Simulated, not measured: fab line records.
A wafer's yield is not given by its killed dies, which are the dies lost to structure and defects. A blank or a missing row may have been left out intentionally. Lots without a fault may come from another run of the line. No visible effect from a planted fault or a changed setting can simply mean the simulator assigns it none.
Chamber matching / flow n5_finfet / 3 sister chambers for N5_HKMG_FIN_CVD_62 on thermal_cvd_si-02
The step deposits a-Si from Si2H6, target thk 3 nm, time 20.8 s. 24 wafers are shown with their chamber, then 12 later ones without.

## WAFERS WITH THEIR CHAMBER
wafer=L074.1; chamber=0; heater_power_w (W)=1163
wafer=L074.4; chamber=0; heater_power_w (W)=1159
wafer=L074.6; chamber=1; heater_power_w (W)=1411
wafer=L076.3; chamber=2; heater_power_w (W)=1505
wafer=L076.4; chamber=1; heater_power_w (W)=1424
wafer=L076.6; chamber=0; heater_power_w (W)=1161
wafer=L078.2; chamber=1; heater_power_w (W)=1413
wafer=L078.4; chamber=2; heater_power_w (W)=1512
wafer=L078.6; chamber=0; heater_power_w (W)=1161
wafer=L080.1; chamber=1; heater_power_w (W)=1409
wafer=L080.3; chamber=0; heater_power_w (W)=1150
wafer=L080.6; chamber=0; heater_power_w (W)=1146
wafer=L083.1; chamber=1; heater_power_w (W)=1409
wafer=L083.4; chamber=0; heater_power_w (W)=1168
wafer=L083.5; chamber=0; heater_power_w (W)=1164
wafer=L084.3; chamber=0; heater_power_w (W)=1159
wafer=L084.5; chamber=0; heater_power_w (W)=1179
wafer=L084.6; chamber=1; heater_power_w (W)=1443
wafer=L086.1; chamber=1; heater_power_w (W)=1434
wafer=L086.3; chamber=2; heater_power_w (W)=1507
wafer=L086.5; chamber=1; heater_power_w (W)=1438
wafer=L088.2; chamber=0; heater_power_w (W)=1158
wafer=L088.5; chamber=0; heater_power_w (W)=1172
wafer=L088.6; chamber=2; heater_power_w (W)=1490

SIGNATURES (averages over the wafers above)
reading=heater_power_w; chamber 0=1161.67; chamber 1=1422.62; chamber 2=1503.50; scatter within a chamber=10.9
Rule: distance of a wafer from a chamber = root of the sum over the readings of ((wafer's reading minus chamber's mean) / reading's scatter) squared. If the next closest chamber is less than 2 further off than the closest, the wafer can't be placed; otherwise it belongs to the closest. The scatter: take each reading less its chamber's mean, square it, sum over the shown wafers, divide by the number of wafers less the number of chambers, and take the root.

## WAFERS WHOSE CHAMBER IS MISSING
wafer=L090.1; heater_power_w (W)=1171
wafer=L090.3; heater_power_w (W)=1444
wafer=L090.5; heater_power_w (W)=1170
wafer=L092.3; heater_power_w (W)=1166
wafer=L092.5; heater_power_w (W)=1173
wafer=L092.6; heater_power_w (W)=1426
wafer=L094.1; heater_power_w (W)=1523
wafer=L094.4; heater_power_w (W)=1521
wafer=L094.6; heater_power_w (W)=1158
wafer=L096.2; heater_power_w (W)=1435
wafer=L096.4; heater_power_w (W)=1127
wafer=L096.6; heater_power_w (W)=1526

## WHICH CHAMBER EACH WENT THROUGH
wafer=L090.1; from the rows above=0; in truth=0
wafer=L090.3; from the rows above=1; in truth=1
wafer=L090.5; from the rows above=0; in truth=0
wafer=L092.3; from the rows above=0; in truth=0
wafer=L092.5; from the rows above=0; in truth=0
wafer=L092.6; from the rows above=1; in truth=1
wafer=L094.1; from the rows above=2; in truth=2
wafer=L094.4; from the rows above=2; in truth=2
wafer=L094.6; from the rows above=0; in truth=0
wafer=L096.2; from the rows above=1; in truth=1
wafer=L096.4; from the rows above=0; in truth=0
wafer=L096.6; from the rows above=2; in truth=2
Correct placement for 12 of the 12. Number that these rows cannot place: 0. Placed wrongly: 0.
